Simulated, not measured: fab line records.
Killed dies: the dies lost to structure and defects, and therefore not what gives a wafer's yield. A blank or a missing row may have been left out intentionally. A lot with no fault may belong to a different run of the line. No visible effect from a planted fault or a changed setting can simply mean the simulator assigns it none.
Chamber matching | flow n5-finfet | 4 sister chambers for N5_BEOL_M7_ETCH_72 on rie-diel-05
The step etches underlayer in N2/H2, target depth 6.5 nm, time 5.2 s. 18 wafers are shown with their chamber, then 9 later ones without.

== WAFERS WITH THEIR CHAMBER ==
wafer  | chamber | drypump-motor-current-A (A) | showerhead-plenum-p-Torr (Torr) | throttle-valve-pct (%)
L076.2 | 1       | 6.0                         | 2.52                            | 17.48
L076.3 | 2       | 5.3                         | 2.49                            | 17.68
L076.5 | 2       | 5.3                         | 2.48                            | 17.70
L075.1 | 0       | 5.0                         | 2.65                            | 17.69
L075.4 | 1       | 6.0                         | 2.52                            | 17.49
L075.5 | 3       | 5.8                         | 2.65                            | 17.60
L079.4 | 2       | 5.3                         | 2.48                            | 17.71
L079.5 | 3       | 5.8                         | 2.65                            | 17.58
L079.6 | 2       | 5.3                         | 2.48                            | 17.71
L080.2 | 2       | 5.3                         | 2.48                            | 17.70
L080.3 | 1       | 6.0                         | 2.52                            | 17.50
L080.6 | 3       | 5.8                         | 2.65                            | 17.58
L083.1 | 0       | 5.1                         | 2.64                            | 17.69
L083.4 | 1       | 6.0                         | 2.52                            | 17.52
L083.6 | 1       | 6.0                         | 2.52                            | 17.51
L084.2 | 2       | 5.3                         | 2.48                            | 17.71
L084.3 | 1       | 6.0                         | 2.52                            | 17.52
L084.5 | 3       | 5.8                         | 2.64                            | 17.58

SIGNATURES, as means of the wafers listed above
reading                  | chamber 0 | chamber 1 | chamber 2 | chamber 3 | scatter within a chamber
drypump-motor-current-A  | 5.050     | 6.000     | 5.300     | 5.800     | 0.0189
showerhead-plenum-p-Torr | 2.6450    | 2.5200    | 2.4817    | 2.6475    | 0.00386
throttle-valve-pct       | 17.6900   | 17.5033   | 17.7017   | 17.5850   | 0.0129
Rule: for a wafer and a chamber, the distance is found by dividing, reading by reading, the gap between the wafer's reading and the chamber's mean by the reading's scatter, squaring, summing and taking the root. The wafer belongs to the nearest chamber; if the next one is less than 2 further off, it can't be placed. The scatter: the root of (the sum of the squares of (reading less its chamber's mean) over the shown wafers, divided by (wafers less chambers)).

== WAFERS WITHOUT THEIR CHAMBER ==
wafer  | drypump-motor-current-A (A) | showerhead-plenum-p-Torr (Torr) | throttle-valve-pct (%)
L086.1 | 5.3                         | 2.48                            | 17.73
L086.4 | 6.0                         | 2.52                            | 17.52
L086.5 | 5.8                         | 2.64                            | 17.60
L090.1 | 5.3                         | 2.47                            | 17.74
L090.5 | 5.3                         | 2.47                            | 17.75
L090.6 | 6.0                         | 2.51                            | 17.51
L095.1 | 5.3                         | 2.47                            | 17.77
L095.3 | 5.8                         | 2.63                            | 17.63
L095.6 | 5.8                         | 2.63                            | 17.61

== EACH ONE'S CHAMBER ==
wafer  | from the rows above | in truth
L086.1 | 2                   | 2
L086.4 | 1                   | 1
L086.5 | 3                   | 3
L090.1 | 2                   | 2
L090.5 | 2                   | 2
L090.6 | 1                   | 1
L095.1 | 2                   | 2
L095.3 | 3                   | 3
L095.6 | 3                   | 3
Correctly placed: 9 of 9. Not placeable from these rows: 0. Wrongly placed: 0.
